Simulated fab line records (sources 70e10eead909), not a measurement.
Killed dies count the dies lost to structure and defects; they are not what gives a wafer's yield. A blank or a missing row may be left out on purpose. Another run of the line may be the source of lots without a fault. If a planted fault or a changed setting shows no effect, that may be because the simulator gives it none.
fab line records	flow nand_harc
record: lots: 11	wafers: 33	last_day: 33
route steps=1302 shown P_M1@311 P_M2@332 END@1302
lots that met no fault: from a run of the same line without faults
start_h: hours from the record's opening day to when the first of the lot's shown wafers began	wait_h: how many hours have passed since the lot's step before this one	" the same as in the row above	L1.1+2: one row covering several wafers at once	- no value, or no start given	* or withheld: withheld	< > ~ a bound
route shown NAME@n: names a module that has steps shown in the file, with the first one's number in the route	usual: mean/standard deviation taken from wafers without a fault	same: alike in all rows	chamber/n: place in a boat	sites: the reading at each site	_std_site: standard deviation of those values	_edge_site: inner sites' mean taken away from outer sites' mean	radius_mm: for every site, how far away it sits from the centre of the wafer	mask NAME#n: copy n	behind: the most recent tool/chamber to have shaped the wafer	hold: cause of the lot's hold/its duration in hours/its outcome	device: transistor that didn't switch, given as n, p or np	end of line: tests run on the same wafers once the route is complete	a step with no rows: only its recipe	killed: not the wafer's yield, but the dies lost to structure and defects at the first sort	map: dies across one wafer; x = killed, . = not, _ = none there
set.NAME: the run value of the setting; set.NAME@STEP: its run value at that earlier step	model.NAME: the simulator's own value behind a step, which no gauge read
one table for each step of the route and one row for each wafer, over a sample of lots
services: the hour from which a tool's chamber was out of use, counted from the record's first day as start_h (under 0 if before that day), plus the number of hours and why
== steps ==
step: NHARC_P_M1_CMP_23
recipe: t_overpolish_s: 20	target_thk_nm: 157.82
usual: motor_current_A: 11.8/0.79	retaining_ring_pressure_frac: 1.000/0.0054	slurry_flow_ml_min: 150.0/0.44	time_to_endpoint_s: 28.5/1.7
lot.wafer	tool	chamber	start_h	wait_h	motor_current_A	retaining_ring_pressure_frac	slurry_flow_ml_min	time_to_endpoint_s
L667.3	cmp-02	1	145.95	-	11.8	0.996	149.5	30.4
L667.2	"	2	"	"	10.1	0.996	150.3	28.3
L667.1	"	3	"	"	12.0	1.002	149.9	28.3
L672.1	cmp-04	3	194.22	-	11.0	0.998	149.4	30.6
L672.5	"	1	"	"	12.2	0.996	150.3	28.8
L672.6	"	2	"	"	12.0	0.997	149.7	29.1
L673.4	cmp-03	3	210.69	-	13.5	0.992	149.3	26.0
L673.1	"	1	"	"	11.1	0.999	149.8	26.9
L673.5	"	2	"	"	10.4	0.997	149.3	27.9
L675.2	cmp-02	0	221.32	-	11.9	0.996	149.5	23.7
L675.1	"	1	"	"	11.3	0.995	150.4	26.6
L675.6	"	0	"	"	12.1	0.987	150.2	26.7
L676.1	cmp-04	2	237.37	-	12.4	0.998	150.4	30.2
L676.4	"	3	"	"	11.7	0.995	149.8	32.0
L676.6	"	2	"	"	11.5	0.999	150.2	29.5
L677.4	cmp-04	3	246.38	-	11.8	0.989	150.0	27.0
L677.2	"	0	"	"	11.7	1.003	150.2	26.1
L677.6	"	3	"	"	11.5	0.995	149.7	28.4
L678.2	cmp-03	3	258.33	-	12.9	0.995	150.0	28.4
L678.3	"	0	"	"	13.5	0.998	150.2	25.9
L678.1	"	2	"	"	10.6	1.001	150.5	28.5
L684.4	cmp-04	0	316.51	-	11.4	1.007	149.6	30.6
L684.2	"	1	"	"	12.8	1.000	150.5	30.3
L684.6	"	3	"	"	11.1	1.005	149.7	29.4
L685.1	cmp-03	2	330.64	-	11.0	1.002	149.6	28.8
L685.5	"	0	"	"	13.5	0.996	150.0	27.4
L685.6	"	1	"	"	11.1	0.996	149.5	28.6
L687.1	cmp-02	1	354.01	-	11.1	0.999	150.0	30.7
L687.5	"	3	"	"	12.3	1.005	149.9	30.2
L687.6	"	0	"	"	11.4	0.990	150.5	28.2
L688.2	cmp-04	3	361.39	-	11.5	1.006	150.4	32.1
L688.4	"	2	"	"	12.6	0.989	150.3	29.3
L688.6	"	3	"	"	11.3	0.998	150.4	29.9
step: NHARC_P_M2_ETCH_35
recipe: target_depth_a: 400	overetch_a: 120	time_s: 43.94	ion_energy_ev: 200	n2_flow_sccm: 150	h2_flow_sccm: 150	ar_flow_sccm: 0	rf_w: 400	bias_w: 150	chemistry: N2/H2
usual: drypump_motor_current_A: 5.8/0.4	oes_product_au: 1.004/0.0076	rf_vpp_V: 430.9/2.7	run_length_s: 65.1/0.39	showerhead_plenum_p_Torr: 2.05/0.094	throttle_valve_pct: 14.171/0.0094
lot.wafer	tool	chamber	start_h	wait_h	drypump_motor_current_A	oes_product_au	rf_hours_counter_h	rf_vpp_V	run_length_s	showerhead_plenum_p_Torr	throttle_valve_pct
L667.1	rie_diel-08	0	148.03	0.1	5.6	0.996	6	426.8	65.0	1.95	14.181
L667.3	"	1	"	"	5.4	0.997	5	429.5	65.3	1.99	14.178
L667.2	"	2	"	"	5.4	1.004	5	432.1	65.3	2.06	14.177
L672.1	rie_diel-13	2	196.31	0.1	5.8	1.002	1	431.6	64.9	2.08	14.172
L672.6	"	1	"	"	6.3	1.008	-	429.5	64.9	1.99	14.163
L672.5	"	2	"	"	5.8	1.004	-	432.5	64.7	2.08	14.173
L673.1	rie_diel-08	2	212.81	0.1	5.4	1.006	0	432.5	65.7	2.06	14.174
L673.4	"	3	"	"	6.3	1.003	0	435.1	65.2	2.18	14.177
L673.5	"	3	"	"	6.3	1.008	-	435.4	65.2	2.18	14.174
L675.1	rie_diel-09	3	223.62	0.1	6.1	1.010	6	432.7	64.6	2.10	14.175
L675.2	"	0	"	"	6.3	1.005	7	433.3	64.9	2.19	14.194
L675.6	"	3	"	"	6.1	1.015	-	434.2	64.5	2.10	14.177
L676.1	rie_diel-08	2	239.33	0.1	5.3	1.005	1	430.2	65.3	2.06	14.187
L676.4	"	1	"	"	5.4	1.011	1	428.7	65.2	1.99	14.172
L676.6	"	2	"	"	5.4	1.001	-	431.2	65.3	2.06	14.177
L677.4	rie_diel-09	2	248.52	0.1	5.3	1.011	9	426.7	64.9	1.92	14.162
L677.2	"	3	"	"	6.1	1.008	9	432.7	64.5	2.10	14.162
L677.6	"	0	"	"	6.2	0.997	-	434.7	64.6	2.19	14.174
L678.3	rie_diel-09	1	260.45	0.1	6.2	1.000	11	430.5	65.1	2.01	14.167
L678.1	"	2	"	"	5.3	1.010	10	427.1	64.6	1.92	14.184
L678.2	"	0	"	"	6.2	0.993	11	433.2	64.5	2.19	14.172
L684.2	rie_diel-13	1	318.63	0.1	6.3	1.005	7	428.2	65.0	1.99	14.180
L684.4	"	0	"	"	6.2	1.004	8	432.2	65.7	2.12	14.163
L684.6	"	2	"	"	5.8	1.013	-	433.1	64.7	2.07	14.184
L685.1	rie_diel-08	3	332.72	0.1	6.3	0.985	6	434.2	65.0	2.18	14.177
L685.6	"	1	"	"	5.4	0.998	-	429.1	65.1	1.99	14.164
L685.5	"	2	"	"	5.3	0.998	-	431.3	66.1	2.06	14.170
L687.1	rie_diel-08	0	356.10	0.1	5.6	1.001	7	428.0	64.8	1.94	14.147
L687.5	"	3	"	"	6.4	0.995	-	433.3	65.0	2.18	14.168
L687.6	"	0	"	"	5.6	1.005	-	427.8	64.6	1.94	14.167
L688.2	rie_diel-08	1	363.53	0.1	5.4	1.003	8	430.3	65.6	1.99	14.174
L688.4	"	2	"	"	5.3	1.001	8	431.7	65.7	2.06	14.170
L688.6	"	1	"	"	5.4	0.997	-	428.5	65.2	1.99	14.164
step: NHARC_P_M2_ETCH_28
recipe: target_depth_a: 300	over_etch_frac: 0.3	time_s: 72.99	ion_energy_ev: 150	cf4_flow_sccm: 50	n2_flow_sccm: 100	ar_flow_sccm: 150	rf_w: 300	bias_w: 100	chemistry: CF4/N2
usual: drypump_motor_current_A: 5.9/0.36	oes_product_au: 1.004/0.0085	rf_vpp_V: 314.6/2.1	run_length_s: 94.1/0.4	showerhead_plenum_p_Torr: 2.66/0.11	throttle_valve_pct: 19.794/0.0094
lot.wafer	tool	chamber	start_h	wait_h	drypump_motor_current_A	oes_product_au	rf_hours_counter_h	rf_vpp_V	run_length_s	showerhead_plenum_p_Torr	throttle_valve_pct
L667.1	rie_diel-08	0	148.57	-	5.6	0.999	6	313.1	93.8	2.52	19.804
L667.3	"	1	"	"	5.4	0.997	6	313.6	94.3	2.57	19.798
L667.2	"	2	"	"	5.4	1.002	5	314.6	94.4	2.65	19.798
L672.1	rie_diel-09	0	196.86	-	6.2	0.990	4	318.2	94.1	2.81	19.788
L672.5	"	2	"	"	5.4	1.009	-	311.4	94.1	2.49	19.787
L672.6	"	3	"	"	6.1	0.999	-	314.6	94.0	2.70	19.788
L673.4	rie_diel-09	1	213.34	-	6.2	0.995	5	312.3	94.0	2.60	19.802
L673.1	"	3	"	"	6.1	1.014	5	315.2	93.9	2.70	19.777
L673.5	"	2	"	"	5.3	1.003	-	311.9	93.9	2.49	19.788
L675.1	rie_diel-13	1	224.17	-	6.3	1.005	1	312.8	93.8	2.57	19.782
L675.2	"	2	"	"	5.8	1.004	2	314.5	93.9	2.67	19.795
L675.6	"	3	"	"	6.1	1.016	-	315.8	94.2	2.79	19.804
L676.1	rie_diel-09	3	239.87	-	6.1	1.015	9	314.1	94.2	2.70	19.796
L676.4	"	0	"	"	6.2	1.003	9	317.3	94.0	2.80	19.796
L676.6	"	3	"	"	6.1	1.022	-	315.7	93.5	2.70	19.801
L677.4	rie_diel-13	3	249.05	-	6.2	1.017	4	317.9	94.1	2.79	19.790
L677.2	"	0	"	"	6.2	0.997	3	314.5	94.6	2.72	19.805
L677.6	"	2	"	"	5.8	1.006	-	314.9	93.6	2.67	19.801
L678.3	rie_diel-09	1	260.99	-	6.2	1.005	11	313.4	94.0	2.60	19.809
L678.1	"	2	"	"	5.4	1.012	10	311.6	93.7	2.49	19.798
L678.2	"	3	"	"	6.1	1.014	10	316.1	94.0	2.70	19.799
L684.4	rie_diel-09	3	319.17	-	6.1	1.016	13	314.5	76.2	2.69	19.790
L684.2	"	0	"	"	6.2	1.000	14	317.0	93.8	2.80	19.798
L684.6	"	2	"	"	5.3	1.002	-	311.9	76.7	2.48	19.803
L685.1	rie_diel-09	3	333.26	-	6.0	1.008	1	315.5	93.8	2.69	19.804
L685.5	"	1	"	"	6.2	1.006	-	314.3	94.4	2.59	19.793
L685.6	"	2	"	"	5.3	1.009	-	310.9	76.3	2.48	19.797
L687.1	rie_diel-08	1	356.64	-	5.4	1.011	8	314.5	94.6	2.56	19.794
L687.5	"	3	"	"	6.3	0.998	-	316.0	94.2	2.79	19.796
L687.6	"	0	"	"	5.6	1.004	-	311.7	93.9	2.51	19.797
L688.2	rie_diel-08	0	364.07	-	5.6	1.007	8	312.2	94.4	2.51	19.771
L688.4	"	1	"	"	5.4	0.994	8	313.5	94.2	2.56	19.789
L688.6	"	3	"	"	6.3	0.982	-	316.2	94.5	2.79	19.782
step: NHARC_P_M2_INSPECT_27
usual: raw_defect_count: 318/110
lot.wafer	tool	chamber	start_h	wait_h	raw_defect_count
L667.1	defect_inspect-02	-	150.52	0.0	507
L667.2	"	-	"	"	359
L667.3	"	-	"	"	401
L672.1	defect_inspect-01	-	199.00	0.0	270
L672.5	"	-	"	"	273
L672.6	"	-	"	"	465
L673.1	defect_inspect-02	-	215.29	0.0	214
L673.4	"	-	"	"	312
L673.5	"	-	"	"	295
L675.1	defect_inspect-02	-	226.11	0.0	326
L675.2	"	-	"	"	543
L675.6	"	-	"	"	445
L676.1	defect_inspect-01	-	241.85	0.0	429
L676.4	"	-	"	"	536
L676.6	"	-	"	"	372
L677.2	defect_inspect-01	-	250.99	0.0	256
L677.4	"	-	"	"	399
L677.6	"	-	"	"	316
L678.1	defect_inspect-02	-	262.93	0.0	292
L678.2	"	-	"	"	346
L678.3	"	-	"	"	626
L684.2	defect_inspect-02	-	321.11	0.0	394
L684.4	"	-	"	"	434
L684.6	"	-	"	"	216
L685.1	defect_inspect-02	-	335.23	0.0	310
L685.5	"	-	"	"	380
L685.6	"	-	"	"	354
L687.1	defect_inspect-02	-	358.71	0.0	410
L687.5	"	-	"	"	372
L687.6	"	-	"	"	495
L688.2	defect_inspect-02	-	366.01	0.0	241
L688.4	"	-	"	"	433
L688.6	"	-	"	"	191
step: NHARC_END_SORT_01
recipe: temp_c: 25
usual: defect_limited_yield: 91.1/2.8	killed_at_array: 56/19	killed_at_other: 1.0/1.5	killed_at_periphery: 3.4/2.4	killed_dies: 60/19	killed_open: 3.3/1.8	killed_short: 2.4/1.7	sort_bin_2_pct: 3.2/1.3	sort_bin_3_pct: 0.7/0.39	sort_bin_4_pct: 4.9/1.6	sort_n_pass: 617/19	sort_rim_yield_pct: 89/4.2	sort_yield_pct: 91.1/2.8
same: gross_dies: 677	sort_bin_5_pct[%]: 0	sort_bin_6_pct[%]: 0	sort_bin_7_pct[%]: 0	sort_bin_8_pct[%]: 0	sort_rim_n_gross: 106.00
lot.wafer	tool	chamber	start_h	wait_h	defect_limited_yield[%]	killed_at_array	killed_at_other	killed_at_periphery	killed_dies	killed_open	killed_short	sort_bin_2_pct[%]	sort_bin_3_pct[%]	sort_bin_4_pct[%]	sort_n_pass	sort_rim_yield_pct[%]	sort_yield_pct[%]
L673.1	prober-01	0	652.66	2.5	91.7	49	1	6	56	2	2	2.5	1.0	4.7	621	86	91.7
L673.4	prober-01	0	655.08	3.4	91.0	51	0	10	61	6	3	3.5	0.1	5.3	616	89	91.0
L673.5	prober-01	0	655.88	3.7	93.4	38	0	7	45	1	2	2.4	0.6	3.7	632	92	93.4
L677.2	prober-01	0	661.29	2.8	92.2	50	0	3	53	4	7	2.2	0.6	5.0	624	92	92.2
L677.4	prober-01	0	662.87	3.4	91.9	52	0	3	55	2	4	2.8	0.3	5.0	622	98	91.9
L677.6	prober-01	0	664.45	4.0	92.8	46	0	3	49	3	4	2.4	0.9	4.0	628	91	92.8
L678.1	prober-01	0	696.09	2.6	85.1	94	0	7	101	4	4	5.6	0.3	9.0	576	83	85.1
L678.2	prober-01	0	696.89	2.8	86.9	88	0	1	89	2	1	5.0	0.4	7.7	588	86	86.9
L678.3	prober-01	0	697.69	3.1	86.7	86	0	4	90	4	3	4.3	0.7	8.3	587	87	86.7
L684.2	prober-01	0	762.24	2.8	90.4	60	1	4	65	3	3	3.5	1.0	5.0	612	92	90.4
L684.4	prober-01	0	763.85	3.4	91.1	56	0	4	60	3	1	4.0	1.0	3.8	617	94	91.1
L684.6	prober-01	0	765.46	4.0	89.7	69	0	1	70	2	0	2.7	0.9	6.8	607	89	89.7
L687.1	prober-02	0	781.25	2.5	91.4	45	7	6	58	4	3	3.0	0.4	5.2	619	89	91.4
L687.5	prober-02	0	784.43	3.7	90.4	57	2	6	65	9	2	2.1	1.3	6.2	612	85	90.4
L687.6	prober-02	0	785.22	4.0	90.5	53	4	7	64	2	3	4.4	0.7	4.3	613	82	90.5
L688.2	prober-02	0	795.58	2.8	91.9	48	4	3	55	2	2	3.4	0.3	4.4	622	84	91.9
L688.4	prober-02	0	797.21	3.4	90.1	58	4	5	67	3	4	4.0	1.5	4.4	610	81	90.1
L688.6	prober-02	0	798.84	4.1	89.4	63	5	4	72	6	5	3.7	0.4	6.5	605	83	89.4
killed by level:class
L673.1 A_CHANNEL_HOLE_D2:chamber_film_flake=28 A_CHANNEL_HOLE_D1:chamber_film_flake=10 P_GATE:chamber_film_flake=3 A_M0:geometric_particle:open=2 A_STAIRCASE:chamber_film_flake=2 A_CONTACT:chamber_film_flake=2 A_BLC:chamber_film_flake=2 P_M0:geometric_particle:short=1
L673.4 A_CHANNEL_HOLE_D2:chamber_film_flake=23 A_CHANNEL_HOLE_D1:chamber_film_flake=10 P_GATE:chamber_film_flake=6 A_CONTACT:chamber_film_flake=4 A_M0:geometric_particle:open=3 P_BONDPAD:chamber_film_flake=3 A_STAIRCASE:chamber_film_flake=3 P_GATE:geometric_particle:short=1
L673.5 A_CHANNEL_HOLE_D2:chamber_film_flake=24 A_CHANNEL_HOLE_D1:chamber_film_flake=5 P_GATE:chamber_film_flake=3 A_BLC:chamber_film_flake=3 P_M2:chamber_film_flake=2 P_BONDPAD:chamber_film_flake=2 A_CHANNEL_FILL_D1:geometric_particle:open=1 A_SGD_CUT:geometric_particle:short=1
L677.2 A_CHANNEL_HOLE_D1:chamber_film_flake=29 A_STAIRCASE:chamber_film_flake=5 A_DECK1_JOINT:chamber_film_flake=3 P_M0:geometric_particle:open=2 A_CHANNEL_FILL_D2:geometric_particle:short=2 A_ONON_D1:geometric_particle:open=1 A_CHANNEL_FILL_D1:geometric_particle:short=1 A_CHANNEL_FILL_D1:geometric_particle:open=1
L677.4 A_CHANNEL_HOLE_D1:chamber_film_flake=39 A_CONTACT:chamber_film_flake=3 A_CHANNEL_FILL_D2:geometric_particle:short=2 A_STAIRCASE:chamber_film_flake=2 P_STI:geometric_particle:open=1 A_SOURCE_PLATE:geometric_particle:open=1 A_ONON_D1:geometric_particle:short=1 A_M0:geometric_particle:short=1
L677.6 A_CHANNEL_HOLE_D1:chamber_film_flake=30 A_CONTACT:chamber_film_flake=3 A_WL_FILL:geometric_particle:short=2 P_BONDPAD:chamber_film_flake=2 A_SLIT:chamber_film_flake=2 A_STAIRCASE:chamber_film_flake=2 P_M0:geometric_particle:open=1 A_DECK1_JOINT:geometric_particle:short=1
L678.1 A_CHANNEL_HOLE_D1:chamber_film_flake=31 A_SLIT:chamber_film_flake=20 A_CONTACT:chamber_film_flake=16 A_STAIRCASE:chamber_film_flake=9 A_CHANNEL_HOLE_D2:chamber_film_flake=8 A_ZERO_WELL:chamber_film_flake=2 P_STI:chamber_film_flake=2 P_M1:chamber_film_flake=2
L678.2 A_CHANNEL_HOLE_D1:chamber_film_flake=29 A_SLIT:chamber_film_flake=24 A_CONTACT:chamber_film_flake=18 A_CHANNEL_HOLE_D2:chamber_film_flake=7 A_STAIRCASE:chamber_film_flake=3 A_ONON_D1:geometric_particle:open=1 A_CHANNEL_HOLE_D1:geometric_particle:open=1 A_WL_FILL:geometric_particle:short=1
L678.3 A_CHANNEL_HOLE_D1:chamber_film_flake=33 A_SLIT:chamber_film_flake=18 A_CHANNEL_HOLE_D2:chamber_film_flake=14 A_CONTACT:chamber_film_flake=9 A_STAIRCASE:chamber_film_flake=5 A_ONON_D1:geometric_particle:open=2 A_WL_FILL:geometric_particle:short=2 P_M0:geometric_particle:open=1
L684.2 A_CHANNEL_HOLE_D1:chamber_film_flake=31 A_CHANNEL_HOLE_D2:chamber_film_flake=14 A_CONTACT:chamber_film_flake=4 A_SLIT:chamber_film_flake=3 P_CONTACT:chamber_film_flake=2 A_DECK1_JOINT:chamber_film_flake=2 P_CONTACT:geometric_particle:short=1 P_M0:geometric_particle:open=1
L684.4 A_CHANNEL_HOLE_D1:chamber_film_flake=31 A_CHANNEL_HOLE_D2:chamber_film_flake=12 A_CONTACT:chamber_film_flake=5 P_GATE:chamber_film_flake=3 A_SLIT:chamber_film_flake=2 P_GATE:geometric_particle:open=1 A_ONON_D1:geometric_particle:open=1 A_CHANNEL_FILL_D2:geometric_particle:short=1
L684.6 A_CHANNEL_HOLE_D1:chamber_film_flake=26 A_CHANNEL_HOLE_D2:chamber_film_flake=22 A_SLIT:chamber_film_flake=10 A_CONTACT:chamber_film_flake=5 A_M0:chamber_film_flake=2 A_WL_FILL:geometric_particle:open=1 A_CONTACT:geometric_particle:open=1 P_CONTACT:chamber_film_flake=1
L687.1 A_SLIT:chamber_film_flake=26 THIN_TSV:chamber_film_flake=7 A_CHANNEL_HOLE_D1:chamber_film_flake=5 A_CONTACT:chamber_film_flake=3 P_STI:chamber_film_flake=2 A_STAIRCASE:chamber_film_flake=2 A_WL_FILL:chamber_film_flake=2 P_M0:geometric_particle:open=1
L687.5 A_SLIT:chamber_film_flake=23 A_CHANNEL_HOLE_D1:chamber_film_flake=10 A_CONTACT:chamber_film_flake=10 A_CHANNEL_HOLE_D2:chamber_film_flake=3 P_M0:geometric_particle:open=2 A_CHANNEL_FILL_D1:geometric_particle:open=2 A_M1:chamber_film_flake=2 THIN_TSV:chamber_film_flake=2
L687.6 A_SLIT:chamber_film_flake=22 A_CONTACT:chamber_film_flake=16 A_CHANNEL_HOLE_D1:chamber_film_flake=7 P_STI:chamber_film_flake=6 THIN_TSV:chamber_film_flake=4 A_CHANNEL_FILL_D1:chamber_film_flake=2 P_CONTACT:geometric_particle:open=1 A_DECK1_JOINT:geometric_particle:short=1
L688.2 A_SLIT:chamber_film_flake=19 A_CHANNEL_HOLE_D1:chamber_film_flake=10 A_CONTACT:chamber_film_flake=10 THIN_TSV:chamber_film_flake=4 A_CHANNEL_HOLE_D2:chamber_film_flake=3 A_CHANNEL_FILL_D2:chamber_film_flake=2 P_CONTACT:geometric_particle:open=1 P_M0:geometric_particle:short=1
L688.4 A_SLIT:chamber_film_flake=26 A_CHANNEL_HOLE_D1:chamber_film_flake=14 A_CONTACT:chamber_film_flake=10 THIN_TSV:chamber_film_flake=4 P_GATE:chamber_film_flake=3 P_M1:geometric_particle:open=1 A_CHANNEL_HOLE_D1:geometric_particle:short=1 A_CHANNEL_FILL_D1:geometric_particle:open=1
L688.6 A_SLIT:chamber_film_flake=26 A_CHANNEL_HOLE_D1:chamber_film_flake=17 A_CONTACT:chamber_film_flake=10 P_GATE:chamber_film_flake=3 STARTING-WAFER:geometric_particle:open=2 A_STAIRCASE:chamber_film_flake=2 THIN_TSV:chamber_film_flake=2 P_M1:geometric_particle:open=1
== services ==
tool	chamber	start_h	hours	kind
rie_diel-09	1	127.52	2.6	repair
cmp-02	-	134.50	4.0	pm
cmp-03	-	139.15	3.7	repair
rie_diel-09	-	143.10	9.0	pm
rie_diel-13	3	156.05	14.0	repair
cmp-03	-	162.16	4.0	pm
rie_diel-13	-	165.00	9.0	pm
rie_diel-08	3	165.07	2.4	repair
rie_diel-08	2	171.39	3.1	repair
cmp-02	-	188.64	0.6	repair
rie_diel-08	-	190.88	9.0	pm
rie_diel-08	-	203.60	4.1	repair
cmp-04	-	209.00	4.0	pm
rie_diel-09	-	209.94	1.5	repair
cmp-04	-	216.95	1.2	repair
rie_diel-08	0	243.24	6.7	repair
rie_diel-13	3	255.16	5.2	repair
rie_diel-13	-	304.13	1.0	repair
cmp-04	-	307.00	4.0	pm
rie_diel-09	-	320.10	9.0	pm
cmp-04	-	340.25	1.1	repair
rie_diel-13	3	341.83	5.2	repair
rie_diel-13	-	342.00	9.0	pm
cmp-04	-	360.35	0.5	repair
== key ==
first_sign: step: NHARC_P_M2_ETCH_28	reading: run_length_s	direction: down	sigmas: 44	usual: *	struck: *
effect none on later readings
met_at NHARC_P_M2_ETCH_28
struck_lots L684,L685
struck_wafers L684.4,L684.6,L685.6
not_acting_at NHARC_P_M1_CMP_23,NHARC_P_M2_ETCH_35,NHARC_P_M2_INSPECT_27
onset_between 260.99 319.17
fault: kind: process_parameter_drift	tool: rie_diel-09	chamber: -	onset_h: 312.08	steps: NHARC_P_M2_ETCH_28	channel: time_s	offset: *	shape: step	end_h: 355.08	scope: struck_wafers_only	acts_in: *	stated: *
